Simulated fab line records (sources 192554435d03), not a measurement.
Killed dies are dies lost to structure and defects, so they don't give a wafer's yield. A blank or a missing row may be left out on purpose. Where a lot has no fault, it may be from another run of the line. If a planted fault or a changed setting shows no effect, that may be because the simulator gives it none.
Lot-split experiment / flow n5Finfet / 21 wafers read across 7 lots, on a route 1938 steps long

ON THE SPLIT
At N5_BEOL_M15_SPUTTER_44 (material Ta, target thk 15 nm, time 24.19 s), the setting powerW was moved away from the recipe's 15000 W on 10 of the 21 wafers read, by -15.1% to +11.2%. The other wafers ran this setting at the recipe's value.

The reading is taken at the split's own step.

THE READING
Ta_of_BEOL_M15_SPUTTER_44.thkNm (the simulator's own value, which no gauge read), in nm, at N5_BEOL_M15_SPUTTER_44 (material Ta, target thk 15 nm, time 24.19 s). The file gives no usual value for it. Here, 11 wafers ran the recipe; their average is 15.1 nm with a standard deviation of 0.23 nm.

wafer=L076.2; tool, chamber at the split=pvdSputter-01, -; powerW as run, W=12730; against the recipe=-15.1%; Ta_of_BEOL_M15_SPUTTER_44.thkNm, nm=13.4; against lot-mates on the recipe=-2.0
wafer=L076.3; tool, chamber at the split=pvdSputter-01, -; powerW as run, W=15000; against the recipe=recipe; Ta_of_BEOL_M15_SPUTTER_44.thkNm, nm=15.4; against lot-mates on the recipe=-
wafer=L076.4; tool, chamber at the split=pvdSputter-01, -; powerW as run, W=15000; against the recipe=recipe; Ta_of_BEOL_M15_SPUTTER_44.thkNm, nm=15.4; against lot-mates on the recipe=-
wafer=L078.1; tool, chamber at the split=pvdSputter-01, -; powerW as run, W=15000; against the recipe=recipe; Ta_of_BEOL_M15_SPUTTER_44.thkNm, nm=15.2; against lot-mates on the recipe=-
wafer=L078.2; tool, chamber at the split=pvdSputter-01, -; powerW as run, W=15000; against the recipe=recipe; Ta_of_BEOL_M15_SPUTTER_44.thkNm, nm=15.2; against lot-mates on the recipe=-
wafer=L078.5; tool, chamber at the split=pvdSputter-01, -; powerW as run, W=15000; against the recipe=recipe; Ta_of_BEOL_M15_SPUTTER_44.thkNm, nm=15.4; against lot-mates on the recipe=-
wafer=L079.1; tool, chamber at the split=pvdSputter-03, -; powerW as run, W=15000; against the recipe=recipe; Ta_of_BEOL_M15_SPUTTER_44.thkNm, nm=15; against lot-mates on the recipe=-
wafer=L079.3; tool, chamber at the split=pvdSputter-03, -; powerW as run, W=15000; against the recipe=recipe; Ta_of_BEOL_M15_SPUTTER_44.thkNm, nm=14.6; against lot-mates on the recipe=-
wafer=L079.5; tool, chamber at the split=pvdSputter-03, -; powerW as run, W=16680; against the recipe=+11.2%; Ta_of_BEOL_M15_SPUTTER_44.thkNm, nm=17; against lot-mates on the recipe=+2.2
wafer=L080.3; tool, chamber at the split=pvdSputter-02, -; powerW as run, W=12760; against the recipe=-14.9%; Ta_of_BEOL_M15_SPUTTER_44.thkNm, nm=12.8; against lot-mates on the recipe=-2.2
wafer=L080.5; tool, chamber at the split=pvdSputter-02, -; powerW as run, W=12760; against the recipe=-14.9%; Ta_of_BEOL_M15_SPUTTER_44.thkNm, nm=12.4; against lot-mates on the recipe=-2.6
wafer=L080.6; tool, chamber at the split=pvdSputter-02, -; powerW as run, W=15000; against the recipe=recipe; Ta_of_BEOL_M15_SPUTTER_44.thkNm, nm=15; against lot-mates on the recipe=-
wafer=L085.2; tool, chamber at the split=pvdSputter-01, -; powerW as run, W=16660; against the recipe=+11.1%; Ta_of_BEOL_M15_SPUTTER_44.thkNm, nm=16.8; against lot-mates on the recipe=+1.6
wafer=L085.4; tool, chamber at the split=pvdSputter-01, -; powerW as run, W=16660; against the recipe=+11.1%; Ta_of_BEOL_M15_SPUTTER_44.thkNm, nm=16.8; against lot-mates on the recipe=+1.6
wafer=L085.5; tool, chamber at the split=pvdSputter-01, -; powerW as run, W=15000; against the recipe=recipe; Ta_of_BEOL_M15_SPUTTER_44.thkNm, nm=15.2; against lot-mates on the recipe=-
wafer=L087.1; tool, chamber at the split=pvdSputter-02, -; powerW as run, W=13280; against the recipe=-11.5%; Ta_of_BEOL_M15_SPUTTER_44.thkNm, nm=13.4; against lot-mates on the recipe=no lot-mate on the recipe
wafer=L087.2; tool, chamber at the split=pvdSputter-02, -; powerW as run, W=13280; against the recipe=-11.5%; Ta_of_BEOL_M15_SPUTTER_44.thkNm, nm=13.4; against lot-mates on the recipe=no lot-mate on the recipe
wafer=L087.6; tool, chamber at the split=pvdSputter-02, -; powerW as run, W=13280; against the recipe=-11.5%; Ta_of_BEOL_M15_SPUTTER_44.thkNm, nm=13.2; against lot-mates on the recipe=no lot-mate on the recipe
wafer=L091.1; tool, chamber at the split=pvdSputter-03, -; powerW as run, W=16170; against the recipe=+7.8%; Ta_of_BEOL_M15_SPUTTER_44.thkNm, nm=16.2; against lot-mates on the recipe=+1.1
wafer=L091.2; tool, chamber at the split=pvdSputter-03, -; powerW as run, W=15000; against the recipe=recipe; Ta_of_BEOL_M15_SPUTTER_44.thkNm, nm=15; against lot-mates on the recipe=-
wafer=L091.4; tool, chamber at the split=pvdSputter-03, -; powerW as run, W=15000; against the recipe=recipe; Ta_of_BEOL_M15_SPUTTER_44.thkNm, nm=15.2; against lot-mates on the recipe=-

FIT RESULTS
A straight line over all 21 wafers: Ta_of_BEOL_M15_SPUTTER_44.thkNm changes by +0.153 nm for each +1% of powerW; r = +0.98; the points scatter about the line by 0.25 nm.
The same after taking each lot's own level away (the mean of its wafers on the recipe; 18 wafers): +0.154 nm for each +1%; r = +0.99; scatter 0.19 nm.
Per that fit: largest powerW move, reading shift of 2.3 nm.
Across the lots, their own levels run from 14.80 to 15.40 nm, a range of 2.6 times the standard deviation given above.
The two slopes are in agreement: the lot-to-lot level therefore moves the slope only a little.
Check: with one of the wafers moved furthest among these (-15.1%) left out of the fit, the line predicts -2.43 nm for it against its lot-mates. It came out at -2 nm against them.

ADDITIONAL SPLITS CARRIED BY THESE WAFERS
Note: prior to the reading, these wafers also went through further splits. Each is held against what the fit with the lots' levels taken away leaves over:
other split on the same wafers=N5_BEOL_M11_COAT_05 spinRpm; wafers away from the commonest value=10; r with Ta_of_BEOL_M15_SPUTTER_44.thkNm (lot level and that fit taken away)=+0.40
other split on the same wafers=N5_BEOL_M12_TRENCH_ETCH_34 timeS; wafers away from the commonest value=5; r with Ta_of_BEOL_M15_SPUTTER_44.thkNm (lot level and that fit taken away)=+0.64
other split on the same wafers=N5_BEOL_M12_SPUTTER_45 timeS; wafers away from the commonest value=8; r with Ta_of_BEOL_M15_SPUTTER_44.thkNm (lot level and that fit taken away)=-0.18
other split on the same wafers=N5_BEOL_M13_COAT_65 spinRpm; wafers away from the commonest value=9; r with Ta_of_BEOL_M15_SPUTTER_44.thkNm (lot level and that fit taken away)=-0.05
other split on the same wafers=N5_BEOL_M14_SPUTTER_44 powerW; wafers away from the commonest value=6; r with Ta_of_BEOL_M15_SPUTTER_44.thkNm (lot level and that fit taken away)=+0.56
other split on the same wafers=N5_BEOL_M15_SPUTTER_43 powerW; wafers away from the commonest value=6; r with Ta_of_BEOL_M15_SPUTTER_44.thkNm (lot level and that fit taken away)=+0.06

FILE'S OWN FIT
Ta_of_BEOL_M15_SPUTTER_44.thkNm changes by +0.154 nm for each +1% of powerW, r = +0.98.
